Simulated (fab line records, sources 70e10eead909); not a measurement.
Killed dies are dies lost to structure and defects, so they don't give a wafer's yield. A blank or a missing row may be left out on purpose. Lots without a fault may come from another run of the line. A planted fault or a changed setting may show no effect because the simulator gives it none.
A struck lot beside a sound one | flow nand_harc | 15 steps out of a route of 1159
Sound: wafers L989.2, L989.3, L989.6. Struck: wafer L997.5. (L997.4, L997.6 of the same lot were not struck and are left out.) The cause comes at the end.
At each step with rows: each side's tool, then ch and its chambers, then its first start. Under that, the readings that differ: sound wafers | struck wafers | difference of the means | sigmas: that difference in standard deviations of wafers without a fault.
alike: readings whose means differ by less than 2 such deviations, and words and numbers that are the same on both sides. not compared: withheld readings, readings that some wafer has no value for, bounds like >300 that may hide the same value, and numbers for which the record gives no deviation and whose values overlap.
The two part at a step that has a row with sigmas, a row that says differs or no value, or rows on one side only. Numbers that don't overlap but have no deviation are shown without sigmas and don't part them. A reading that every wafer of one side lacks parts them only if that side has two wafers or more.

first, 7 steps without rows for these wafers: NHARC_A_CHANNEL_HOLE_D1_COAT_37 (time 65 s); NHARC_A_CHANNEL_HOLE_D1_COAT_04 (resist thk 90 nm); NHARC_A_CHANNEL_HOLE_D1_SOFTBAKE_05 (time 55 s); NHARC_A_CHANNEL_HOLE_D1_EBR_06; NHARC_A_CHANNEL_HOLE_D1_EXPOSE_07 (exposes mask HOLE D1, target cd 100 nm); NHARC_A_CHANNEL_HOLE_D1_PEB_08 (peb time 65 s); NHARC_A_CHANNEL_HOLE_D1_DEVELOP_09 (develop time 35 s).
NHARC_A_CHANNEL_HOLE_D1_CD_MEAS_10: target cd 100 nm.
  sound on cd_sem-03 ch 0, day 9 02:00; struck on cd_sem-03 ch 0, day 11 20:48
  alike: cd_nm
NHARC_A_CHANNEL_HOLE_D1_OVL_MEAS_11:
  sound on overlay-02, day 9 02:05; struck on overlay-01, day 11 20:53
  alike: overlay_x_nm, overlay_y_nm
NHARC_A_CHANNEL_HOLE_D1_INSPECT_12:
  sound on defect_inspect-01, day 9 02:07; struck on defect_inspect-02, day 11 20:55
  alike: raw_defect_count
NHARC_A_CHANNEL_HOLE_D1_DESCUM_15: chemistry O2, time 3 s.
  sound on rie_diel-13 ch 1,2,3, day 9 02:11; struck on rie_diel-02 ch 1, day 11 21:00
  alike: drypump_motor_current_A, o2_flow_sccm, oes_product_au, rf_vpp_V, showerhead_plenum_p_Torr, throttle_valve_pct
  not compared: rf_hours_counter_h
NHARC_A_CHANNEL_HOLE_D1_ETCH_38: etches the open film in CF4, target depth 39 nm, time 65 s.
  sound on rie_diel-13 ch 0,1,3, day 9 02:20; struck on rie_diel-02 ch 2, day 11 21:04
  alike: drypump_motor_current_A, oes_product_au, rf_vpp_V, showerhead_plenum_p_Torr, throttle_valve_pct
  not compared: rf_hours_counter_h
NHARC_A_CHANNEL_HOLE_D1_ETCH_39: etches the open film in N2/H2, target depth 260 nm, time 325 s.
  sound on rie_diel-13 ch 1,2,3, day 9 02:25; struck on rie_diel-02 ch 2, day 11 21:12
  reading               | sound             | struck | difference | sigmas
  oes_product_au (a.u.) | 0.986 0.991 0.985 | 0.847  | -0.140     | -17
  alike: drypump_motor_current_A, rf_vpp_V, showerhead_plenum_p_Torr, throttle_valve_pct
  not compared: rf_hours_counter_h
NHARC_A_CHANNEL_HOLE_D1_ETCH_34: etches the open film in CF4/CHF3, target depth 154 nm, time 77 s.
  sound on rie_diel-13 ch 1,2; struck on rie_diel-02 ch 2
  reading               | sound             | struck | difference | sigmas
  oes_product_au (a.u.) | 0.921 0.918 0.926 | 0.971  | +0.049     | +2
  alike: drypump_motor_current_A, rf_vpp_V, showerhead_plenum_p_Torr, throttle_valve_pct
  not compared: rf_hours_counter_h
-- the record jumps here: 11 days lie between the struck wafers' starts before and after (it left off in module A_CHANNEL_HOLE_D1 and takes up again in module END, whose first step shown is number 1159 of the route) --
NHARC_END_SORT_01:
  the record has rows for the struck wafers here (prober-02 ch 0, day 22 16:56) and none for the sound ones

WHERE THEY PART
First at NHARC_A_CHANNEL_HOLE_D1_ETCH_39; last, within this record, at NHARC_END_SORT_01.

WHY: what the simulator had put in
Process parameter drift: rie_diel-02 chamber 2, from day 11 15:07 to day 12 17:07, at NHARC_A_CHANNEL_HOLE_D1_ETCH_39. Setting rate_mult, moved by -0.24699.
